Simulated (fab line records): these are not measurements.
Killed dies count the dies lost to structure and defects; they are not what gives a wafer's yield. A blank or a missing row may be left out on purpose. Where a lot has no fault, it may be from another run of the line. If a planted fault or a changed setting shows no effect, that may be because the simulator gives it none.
The tool behind it: which one? | flow n5Finfet | 10 lots with 28 wafers sampled at 5 steps, on a route of 1938 steps

== WHAT EACH GAUGE READ, for each wafer ==
N5_BEOL_M0_SAQP_INSPECT_42: inspects for defects (brightfield). Usual: rawDefectCount at 296, with a standard deviation of 98.
lot  | measured     | on               | rawDefectCount | flag
L181 | day 6 04:20  | defectInspect-01 | 293 288 229    | 
L182 | day 6 11:29  | defectInspect-01 | 247 313 243    | 
L185 | day 7 03:00  | defectInspect-02 | 291 214 332    | 
L187 | day 7 16:14  | defectInspect-01 | 173 220 328    | 
L191 | day 8 14:49  | defectInspect-02 | 248 278 300    | 
L192 | day 8 20:32  | defectInspect-01 | 163 267 188    | 
L194 | day 9 12:48  | defectInspect-01 | 198 166 272    | 
L197 | day 10 01:50 | defectInspect-01 | 319 365        | 
L198 | day 10 09:25 | defectInspect-02 | 271 280        | 
L202 | day 11 11:55 | defectInspect-01 | 223 333 174    | 

N5_BEOL_M4_RC_MEAS_101. Usual: DIBL_N 37.1 mV/V, standard deviation 2.4; DIBL_P 37 mV/V, standard deviation 3; IOFF_N 0.18 nA/um, standard deviation 0.053; IOFF_P 0.21 nA/um, standard deviation 0.05; ION_N 674 uA/um, standard deviation 14; ION_P 459 uA/um, standard deviation 9.2; SS_N 72.1 mV/dec, standard deviation 0.9; SS_P 73.4 mV/dec, standard deviation 0.89; VT_N 250 mV, standard deviation 3.8; VT_P -251 mV, standard deviation 3.7.
lot  | measured     | on        | DIBL_N (mV/V)  | DIBL_P (mV/V) | IOFF_N (nA/um) | IOFF_P (nA/um) | ION_N (uA/um) | ION_P (uA/um) | SS_N (mV/dec)  | SS_P (mV/dec)  | VT_N (mV)   | VT_P (mV)      | flag
L181 | day 9 08:23  | prober-02 | 35.7 37.7 34.8 | 35 36 34      | 0.16 0.19 0.14 | 0.22 0.22 0.18 | 671 677 656   | 464 461 455   | 71.8 72.6 71.9 | 72.9 73.0 72.3 | 249 251 253 | -249 -249 -249 | 
L182 | day 9 13:48  | prober-01 | 37.7 36.7 37.9 | 39 37 38      | 0.20 0.19 0.20 | 0.25 0.23 0.23 | 688 681 664   | 467 464 453   | 71.6 72.0 73.0 | 73.7 72.7 73.8 | 248 245 247 | -248 -248 -248 | 
L185 | day 9 18:23  | prober-01 | 37.7 34.9 36.0 | 40 36 36      | 0.19 0.13 0.16 | 0.22 0.18 0.18 | 671 657 679   | 459 450 457   | 72.5 71.4 72.1 | 74.4 73.3 72.9 | 250 253 250 | -251 -253 -254 | 
L187 | day 10 16:02 | prober-01 | 33.4 39.3 36.0 | 31 38 34      | 0.11 0.22 0.14 | 0.15 0.24 0.18 | 663 685 661   | 456 465 443   | 70.8 72.2 71.0 | 72.4 73.3 72.4 | 256 247 254 | -254 -249 -253 | 
L191 | day 11 14:18 | prober-02 | 36.4 37.8 36.6 | 37 38 38      | 0.18 0.19 0.19 | 0.20 0.22 0.22 | 671 674 692   | 456 453 471   | 72.2 72.7 71.8 | 73.0 74.0 72.8 | 249 250 246 | -252 -253 -251 | 
L192 | day 11 17:23 | prober-01 | 36.5 35.9 35.7 | 37 36 37      | 0.16 0.17 0.17 | 0.22 0.22 0.23 | 682 676 678   | 466 465 473   | 73.1 71.8 71.9 | 73.8 73.9 73.6 | 251 247 250 | -248 -249 -249 | 
L194 | day 12 13:16 | prober-01 | 44.3 36.7 38.2 | 45 35 38      | 0.39 0.17 0.19 | 0.41 0.20 0.24 | 708 664 671   | 473 453 458   | 74.5 71.5 71.8 | 75.2 73.1 73.4 | 243 250 249 | -240 -250 -250 | 
L197 | day 12 16:34 | prober-01 | 40.9 36.4      | 42 37         | 0.28 0.15      | 0.33 0.21      | 695 671       | 474 462       | 72.6 72.2      | 74.0 72.9      | 242 250     | -243 -249      | 
L198 | day 12 21:28 | prober-02 | 42.6 43.0      | 45 45         | 0.30 0.30      | 0.31 0.32      | 698 693       | 471 462       | 73.4 73.8      | 75.3 75.1      | 245 244     | -246 -247      | 
L202 | day 14 00:27 | prober-01 | 34.9 37.6 37.8 | 35 38 39      | 0.13 0.16 0.19 | 0.16 0.19 0.22 | 662 662 681   | 456 448 460   | 71.0 71.7 71.8 | 73.0 73.5 73.7 | 254 254 249 | -253 -253 -252 | 

== TOOL THAT RAN EACH LOT (tool first, then ch and the chambers of the sampled wafers, then the start) ==
lot  | N5_BEOL_M0_SAQP_SPACER1_ALD_98   | N5_BEOL_M0_SAQP_MANDREL_ETCH_103 | N5_BEOL_M0_SAQP_COAT_72
L181 | aldSin-04 ch 1,3, day 6 01:31    | rieSi-06 ch 0,2, day 6 02:22     | lithoTrack-03 ch 0, day 6 03:59
L182 | aldSin-02 ch 0,1,3, day 6 08:14  | rieSi-01 ch 0,1, day 6 09:05     | lithoTrack-04 ch 0, day 6 10:57
L185 | aldSin-01 ch 1,2,3, day 7 00:04  | rieSi-01 ch 0,1,3, day 7 01:02   | lithoTrack-03 ch 0, day 7 02:39
L187 | aldSin-04 ch 0,1,3, day 7 13:13  | rieSi-06 ch 1,2,3, day 7 14:08   | lithoTrack-04 ch 0, day 7 15:45
L191 | aldSin-04 ch 0,3, day 8 11:59    | rieSi-01 ch 0,2, day 8 12:50     | lithoTrack-03 ch 0, day 8 14:27
L192 | aldSin-02 ch 1,2,3, day 8 17:24  | rieSi-02 ch 0,1,3, day 8 18:15   | lithoTrack-03 ch 0, day 8 20:02
L194 | aldSin-04 ch 0,2,3, day 9 09:55  | rieSi-01 ch 1,2, day 9 10:49     | lithoTrack-03 ch 0, day 9 12:27
L197 | aldSin-04 ch 0,3, day 9 22:45    | rieSi-01 ch 1,3, day 9 23:41     | lithoTrack-04 ch 0, day 10 01:21
L198 | aldSin-04 ch 0,3, day 10 06:35   | rieSi-01 ch 1,3, day 10 07:26    | lithoTrack-04 ch 0, day 10 09:04
L202 | aldSin-02 ch 0,2,3, day 11 08:56 | rieSi-06 ch 1,2,3, day 11 09:48  | lithoTrack-01 ch 0, day 11 11:25
- N5_BEOL_M0_SAQP_SPACER1_ALD_98: deposits SiO2, target thk 12.8 nm, pulse time 1 s, purge time 2 s.
- N5_BEOL_M0_SAQP_MANDREL_ETCH_103: etches a-Si in HBr/Cl2, stops on SiCN, target depth 45 nm, bt time 10 s, time 27 s.
- N5_BEOL_M0_SAQP_COAT_72: time 60 s, resist thk 15 nm.

== AS READ BY THE TOOLS THEMSELVES (means over the sampled wafers that have a number; for cases with no such wafer, the mark the record gives instead) ==
N5_BEOL_M0_SAQP_SPACER1_ALD_98. Usual: heaterPowerOuterW 260 W, standard deviation 21; heaterPowerW 471 W, standard deviation 30; precursorPulseHeightRel 1.000, standard deviation 0.019.
lot  | tool      | heaterPowerOuterW (W) | heaterPowerW (W) | precursorPulseHeightRel | flag
L181 | aldSin-04 | 263                   | 499              | 0.995                   | 
L182 | aldSin-02 | 247                   | 453              | 0.995                   | 
L185 | aldSin-01 | 283                   | 505              | 0.994                   | 
L187 | aldSin-04 | 257                   | 476              | 1.017                   | 
L191 | aldSin-04 | 254                   | 473              | 1.004                   | 
L192 | aldSin-02 | 253                   | 443              | 1.013                   | 
L194 | aldSin-04 | 252                   | 466              | 0.981                   | 
L197 | aldSin-04 | 257                   | 484              | 1.006                   | 
L198 | aldSin-04 | 260                   | 490              | 0.994                   | 
L202 | aldSin-02 | 252                   | 456              | 0.998                   | 

N5_BEOL_M0_SAQP_MANDREL_ETCH_103. Usual: drypumpMotorCurrentA 5.7 A, standard deviation 0.45; oesProductAu 0.680 a.u., standard deviation 0.015; throttleValvePct 35.28 %, standard deviation 0.28.
lot  | tool     | drypumpMotorCurrentA (A) | oesProductAu (a.u.) | throttleValvePct (%) | flag
L181 | rieSi-06 | 5.9                      | 0.690               | 35.49                | 
L182 | rieSi-01 | 5.5                      | 0.674               | 35.09                | 
L185 | rieSi-01 | 5.9                      | 0.675               | 35.23                | 
L187 | rieSi-06 | 5.8                      | 0.687               | 35.37                | 
L191 | rieSi-01 | 6.0                      | 0.698               | 35.41                | 
L192 | rieSi-02 | 5.5                      | 0.682               | 35.01                | 
L194 | rieSi-01 | 5.5                      | 0.681               | 35.28                | 
L197 | rieSi-01 | 5.8                      | 0.669               | 35.23                | 
L198 | rieSi-01 | 5.8                      | 0.676               | 35.20                | 
L202 | rieSi-06 | 5.8                      | 0.687               | 35.36                | 

N5_BEOL_M0_SAQP_COAT_72. Usual: chillPlateTempC 23.01 C, standard deviation 0.12; spinSpeedRpm 1500.2 rpm, standard deviation 0.99.
lot  | tool          | chillPlateTempC (C) | spinSpeedRpm (rpm) | flag
L181 | lithoTrack-03 | 23.11               | 1500.7             | 
L182 | lithoTrack-04 | 22.88               | 1499.4             | 
L185 | lithoTrack-03 | 23.11               | 1499.2             | 
L187 | lithoTrack-04 | 23.10               | 1501.0             | 
L191 | lithoTrack-03 | 23.01               | 1500.5             | 
L192 | lithoTrack-03 | 22.87               | 1320.8             | OFF
L194 | lithoTrack-03 | 22.92               | 1321.9             | OFF
L197 | lithoTrack-04 | 22.95               | 1501.3             | 
L198 | lithoTrack-04 | 22.88               | 1499.5             | 
L202 | lithoTrack-01 | 23.09               | 1500.0             | 

== THE ANSWER, worked out from the rows above alone ==
Rule: take the mean of a lot's wafers that have a number; if it is more than 3 standard deviations from the usual mean, the lot is off. A lot without any number at a reading at which 4 lots or more have one is off too. The other lots that the step has rows for count as sound. The gauges are gone through in route order, then the tools' own readings, and for those a lot's mean is taken as printed above. At the first step where some lot is off, the reading lying furthest off is the one used; lots without a number count as furthest.
Off, at N5_BEOL_M0_SAQP_COAT_72 on spinSpeedRpm: L192, L194.
A tool fits if, at that step or a process step before it, it ran every lot that is off, and no sound lot after the first of them. One candidate fits, namely lithoTrack-03 at N5_BEOL_M0_SAQP_COAT_72. A fault onset in the window from L191 (day 8 14:27, its last sound lot) to L192 (day 8 20:02, its first lot off) fits.
The tool's own readings at N5_BEOL_M0_SAQP_COAT_72 bear it out: on the lots that are off they differ by more than 5 times the standard deviation of the sound lots' means. spinSpeedRpm reads 1321.3 rpm there against 1500.2 rpm on the sound lots.

== WHAT THE SIMULATOR HAD INSERTED ==
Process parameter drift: lithoTrack-03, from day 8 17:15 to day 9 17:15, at N5_BEOL_M0_SAQP_COAT_72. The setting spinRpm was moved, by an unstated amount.
Lots struck among those shown: L192, L194. This agrees with what the rule above found.
